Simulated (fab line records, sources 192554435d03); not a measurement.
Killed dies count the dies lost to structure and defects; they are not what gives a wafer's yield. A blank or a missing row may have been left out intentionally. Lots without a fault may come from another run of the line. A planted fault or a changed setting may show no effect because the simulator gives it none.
Which tool was responsible? + flow n5_finfet + 10 lots, 28 wafers sampled, at 6 steps of a route of 1938

## WHAT EACH GAUGE READ, for each wafer
N5_BEOL_M0_SAQP_CD_MEAS_14: target cd 42.5 nm.
| lot  | measured     | on        | cd_nm (nm)     |
|------|--------------|-----------|----------------|
| L998 | day 6 03:11  | cd_sem-01 | 43.0 42.0 42.0 |
| L101 | day 6 20:32  | cd_sem-03 | 42.6 42.3 42.0 |
| L102 | day 7 04:07  | cd_sem-03 | 42.5 42.6      |
| L103 | day 7 10:56  | cd_sem-03 | 42.9 42.6 42.4 |
| L106 | day 8 06:19  | cd_sem-02 | 42.2 43.0 43.2 |
| L107 | day 8 13:53  | cd_sem-01 | 42.5 42.0      |
| L109 | day 8 19:23  | cd_sem-01 | 42.2 42.5 42.3 |
| L112 | day 9 12:40  | cd_sem-01 | 37.6 42.3 42.5 |
| L113 | day 9 15:19  | cd_sem-02 | 41.5 37.4 42.0 |
| L119 | day 11 07:56 | cd_sem-03 | 41.9 41.9 42.4 |

N5_BEOL_M4_RC_MEAS_101.
| lot  | measured     | on        | DIBL_N (mV/V)  | DIBL_P (mV/V)  | IOFF_N (nA/um) | IOFF_P (nA/um) | ION_N (uA/um) | ION_P (uA/um) | SS_N (mV/dec)  | SS_P (mV/dec)  | VT_N (mV)   | VT_P (mV)      |
|------|--------------|-----------|----------------|----------------|----------------|----------------|---------------|---------------|----------------|----------------|-------------|----------------|
| L998 | day 12 01:04 | prober-02 | 42.7 36.7 42.0 | 41.4 34.8 40.6 | 0.26 0.13 0.25 | 0.31 0.18 0.30 | 704 672 707   | 480 465 482   | 73.3 71.3 72.9 | 74.6 72.9 74.4 | 244 254 245 | -245 -254 -247 |
| L101 | day 12 17:31 | prober-02 | 36.9 40.1 35.0 | 37.8 40.5 34.6 | 0.16 0.25 0.14 | 0.22 0.27 0.18 | 654 685 679   | 455 462 455   | 71.3 73.1 71.2 | 74.1 74.9 73.2 | 252 244 250 | -251 -249 -253 |
| L102 | day 13 17:46 | prober-01 | 36.3 39.2      | 37.5 41.1      | 0.16 0.23      | 0.21 0.26      | 684 700       | 469 471       | 72.1 72.5      | 73.8 75.4      | 252 245     | -249 -248      |
| L103 | day 13 10:34 | prober-01 | 40.2 39.1 38.9 | 40.8 39.3 38.2 | 0.22 0.21 0.19 | 0.27 0.24 0.22 | 673 687 662   | 456 465 449   | 72.8 72.5 71.9 | 74.5 73.8 73.5 | 246 247 251 | -248 -248 -251 |
| L106 | day 14 11:06 | prober-02 | 34.1 36.3 34.2 | 34.6 37.9 35.2 | 0.14 0.19 0.16 | 0.18 0.24 0.19 | 668 697 689   | 453 472 470   | 70.5 72.3 71.6 | 72.2 73.2 73.5 | 250 247 247 | -252 -248 -249 |
| L107 | day 14 05:29 | prober-01 | 39.9 41.5      | 40.9 41.8      | 0.22 0.27      | 0.27 0.30      | 709 715       | 470 484       | 72.0 72.1      | 74.2 74.2      | 244 242     | -249 -245      |
| L109 | day 15 17:26 | prober-01 | 34.6 36.4 39.1 | 35.0 37.2 40.1 | 0.14 0.16 0.21 | 0.19 0.22 0.27 | 668 673 685   | 461 461 458   | 70.6 71.1 72.7 | 73.0 73.6 73.4 | 249 251 247 | -250 -251 -248 |
| L112 | day 15 22:14 | prober-02 | 37.4 40.2 36.1 | 38.8 41.9 37.4 | 0.16 0.23 0.15 | 0.23 0.27 0.20 | 663 682 674   | 454 461 456   | 71.4 72.8 71.9 | 74.0 74.6 73.9 | 254 246 252 | -251 -249 -252 |
| L113 | day 15 12:46 | prober-02 | 37.2 37.3 38.1 | 36.4 36.6 37.9 | 0.17 0.16 0.19 | 0.23 0.23 0.25 | 674 680 676   | 463 463 459   | 71.4 72.0 72.4 | 73.9 74.3 73.7 | 248 252 249 | -250 -250 -246 |
| L119 | day 17 18:26 | prober-02 | 36.5 33.3 36.9 | 36.5 31.9 37.3 | 0.16 0.12 0.19 | 0.26 0.17 0.26 | 662 680 686   | 460 463 475   | 71.5 70.8 72.2 | 73.6 73.0 74.0 | 250 248 248 | -245 -251 -246 |

## TOOL THAT RAN EACH LOT (tool first, then ch and the chambers of the sampled wafers, then the start)
| lot  | N5_BEOL_M0_SAQP_HM_DEP_02    | N5_BEOL_M0_SAQP_HM_DEP_111      | N5_BEOL_M0_SAQP_EXPOSE_11          | N5_BEOL_M0_SAQP_ETCH_84            |
|------|------------------------------|---------------------------------|------------------------------------|------------------------------------|
| L998 | pvd_sputter-02, day 6 02:22  | pecvd-03 ch 0,1, day 6 02:44    | arfi_scanner-03 ch 0, day 6 03:04  | rie_diel-06 ch 0,3, day 6 03:21    |
| L101 | pvd_sputter-02, day 6 19:44  | pecvd-01 ch 0,2, day 6 20:06    | arfi_scanner-01 ch 0, day 6 20:25  | rie_diel-06 ch 0,1,2, day 6 20:44  |
| L102 | pvd_sputter-03, day 7 03:25  | pecvd-03 ch 1,2, day 7 03:49    | arfi_scanner-01 ch 0, day 7 04:00  | rie_diel-02 ch 2,3, day 7 04:34    |
| L103 | pvd_sputter-02, day 7 10:15  | pecvd-04 ch 0,1,2, day 7 10:37  | arfi_scanner-01 ch 0, day 7 10:49  | rie_diel-06 ch 1,2,3, day 7 11:07  |
| L106 | pvd_sputter-01, day 8 05:38  | pecvd-03 ch 0,2, day 8 06:00    | arfi_scanner-01 ch 0, day 8 06:11  | rie_diel-02 ch 0,2, day 8 06:29    |
| L107 | pvd_sputter-02, day 8 13:02  | pecvd-04 ch 1, day 8 13:26      | arfi_scanner-02 ch 0, day 8 13:46  | rie_diel-02 ch 1,2, day 8 14:04    |
| L109 | pvd_sputter-03, day 8 18:34  | pecvd-04 ch 0,1,2, day 8 18:56  | arfi_scanner-01 ch 0, day 8 19:16  | rie_diel-02 ch 2,3, day 8 19:33    |
| L112 | pvd_sputter-02, day 9 11:53  | pecvd-01 ch 0,1, day 9 12:21    | arfi_scanner-01 ch 0, day 9 12:33  | rie_diel-06 ch 0,1, day 9 12:52    |
| L113 | pvd_sputter-01, day 9 14:37  | pecvd-03 ch 0,2, day 9 14:59    | arfi_scanner-01 ch 0, day 9 15:11  | rie_diel-06 ch 2,3, day 9 15:29    |
| L119 | pvd_sputter-03, day 11 07:08 | pecvd-03 ch 0,1,2, day 11 07:30 | arfi_scanner-03 ch 0, day 11 07:49 | rie_diel-06 ch 0,2,3, day 11 08:07 |
- N5_BEOL_M0_SAQP_HM_DEP_02: deposits TiN, target thk 12 nm.
- N5_BEOL_M0_SAQP_HM_DEP_111: deposits SiO2 from SiH4/N2O, target thk 12 nm, time 7.2 s.
- N5_BEOL_M0_SAQP_EXPOSE_11: exposes mask M0 CORE, target cd 42 nm.
- N5_BEOL_M0_SAQP_ETCH_84: etches SOC in N2/H2, target depth 100 nm, overetch 20 nm, time 150 s.

## AS READ BY THE TOOLS THEMSELVES (means over the sampled wafers that have a number; for cases with no such wafer, the mark the record gives instead)
N5_BEOL_M0_SAQP_HM_DEP_02.
| lot  | tool           | throttle_valve_pct (%) |
|------|----------------|------------------------|
| L998 | pvd_sputter-02 | 30.4                   |
| L101 | pvd_sputter-02 | 30.5                   |
| L102 | pvd_sputter-03 | 29.3                   |
| L103 | pvd_sputter-02 | 30.0                   |
| L106 | pvd_sputter-01 | 31.1                   |
| L107 | pvd_sputter-02 | 30.6                   |
| L109 | pvd_sputter-03 | 29.7                   |
| L112 | pvd_sputter-02 | 29.9                   |
| L113 | pvd_sputter-01 | 30.8                   |
| L119 | pvd_sputter-03 | 28.6                   |

N5_BEOL_M0_SAQP_HM_DEP_111.
| lot  | tool     | heater_power_w (W) | showerhead_plenum_p_Torr (Torr) |
|------|----------|--------------------|---------------------------------|
| L998 | pecvd-03 | 617                | 8.08                            |
| L101 | pecvd-01 | 672                | 8.15                            |
| L102 | pecvd-03 | 810                | 8.22                            |
| L103 | pecvd-04 | 963                | 8.04                            |
| L106 | pecvd-03 | 634                | 8.18                            |
| L107 | pecvd-04 | 843                | 7.89                            |
| L109 | pecvd-04 | 919                | 8.03                            |
| L112 | pecvd-01 | 794                | 8.20                            |
| L113 | pecvd-03 | 657                | 8.20                            |
| L119 | pecvd-03 | 730                | 8.20                            |

N5_BEOL_M0_SAQP_EXPOSE_11.
| lot  | tool            | focus_offset_nm (nm) |
|------|-----------------|----------------------|
| L998 | arfi_scanner-03 | -0.3                 |
| L101 | arfi_scanner-01 | 0.0                  |
| L102 | arfi_scanner-01 | 0.6                  |
| L103 | arfi_scanner-01 | 0.2                  |
| L106 | arfi_scanner-01 | -0.1                 |
| L107 | arfi_scanner-02 | 0.6                  |
| L109 | arfi_scanner-01 | -0.7                 |
| L112 | arfi_scanner-01 | -0.2                 |
| L113 | arfi_scanner-01 | 0.1                  |
| L119 | arfi_scanner-03 | -0.4                 |

N5_BEOL_M0_SAQP_ETCH_84.
| lot  | tool        | chamber_pressure_mTorr (mTorr) | drypump_motor_current_A (A) | oes_product_au (a.u.) | rf_vpp_V (V) | showerhead_plenum_p_Torr (Torr) | temp_c (C) | throttle_valve_pct (%) |
|------|-------------|--------------------------------|-----------------------------|-----------------------|--------------|---------------------------------|------------|------------------------|
| L998 | rie_diel-06 | 30.014                         | 5.6                         | 0.63                  | 521.7        | 2.46                            | 39.95      | 18.0                   |
| L101 | rie_diel-06 | 30.002                         | 5.7                         | 0.67                  | 523.6        | 2.52                            | 40.08      | 17.7                   |
| L102 | rie_diel-02 | 29.992                         | 5.7                         | 0.72                  | 525.2        | 2.58                            | 39.99      | 17.8                   |
| L103 | rie_diel-06 | 30.001                         | 5.6                         | 0.66                  | 522.9        | 2.49                            | 39.96      | 18.0                   |
| L106 | rie_diel-02 | 30.000                         | 5.8                         | 0.68                  | 521.3        | 2.44                            | 40.06      | 18.0                   |
| L107 | rie_diel-02 | 29.992                         | 5.3                         | 0.67                  | 522.0        | 2.48                            | 39.84      | 18.1                   |
| L109 | rie_diel-02 | 30.000                         | 5.7                         | 0.68                  | 523.7        | 2.52                            | 40.11      | 18.0                   |
| L112 | rie_diel-06 | 29.999                         | 5.7                         | 0.80                  | 521.8        | 2.46                            | 40.03      | 17.5                   |
| L113 | rie_diel-06 | 30.021                         | 5.5                         | 0.81                  | 528.0        | 2.70                            | 40.04      | 17.9                   |
| L119 | rie_diel-06 | 30.006                         | 5.6                         | 0.77                  | 526.0        | 2.61                            | 39.94      | 17.6                   |

## THE ANSWER, worked out from the rows above alone
Rule: usual is defined by the lots themselves. Put in order of their means at a reading, lots are off if they are a third of the lots or fewer, leave a main group of 4 or more, and stand apart from it by a gap of 3 or more times the standard deviation of the main group's means; of several such gaps the widest counts. Not used: any main group whose means are identical at the precision the tables above print for the reading. Also off: a lot with no number at a reading for which 4 or more lots have one. Any other lot the step has rows for is counted as sound. The gauges are gone through in route order, then the tools' own readings, and for those a lot's mean is taken as printed above. At the first step where some lot is off, the reading lying furthest off is the one used; lots without a number count as furthest.
Off at N5_BEOL_M0_SAQP_CD_MEAS_14 (cd_nm): L112, L113. Main group: mean 42.4 nm, sd 0.22.
If a tool, at a process step before that reading, ran all the lots that are off and no sound lot after the first of them, it fits. The gauges at N5_BEOL_M0_SAQP_CD_MEAS_14 are tried like those tools. One candidate fits, namely arfi_scanner-01 at N5_BEOL_M0_SAQP_EXPOSE_11. A fault onset in the window from L109 (day 8 19:16, its last sound lot) to L112 (day 9 12:33, its first lot off) fits.

## WHAT WAS PUT IN BY THE SIMULATOR
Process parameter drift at N5_BEOL_M0_SAQP_EXPOSE_11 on arfi_scanner-01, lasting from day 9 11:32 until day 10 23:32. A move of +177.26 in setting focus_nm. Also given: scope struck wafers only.
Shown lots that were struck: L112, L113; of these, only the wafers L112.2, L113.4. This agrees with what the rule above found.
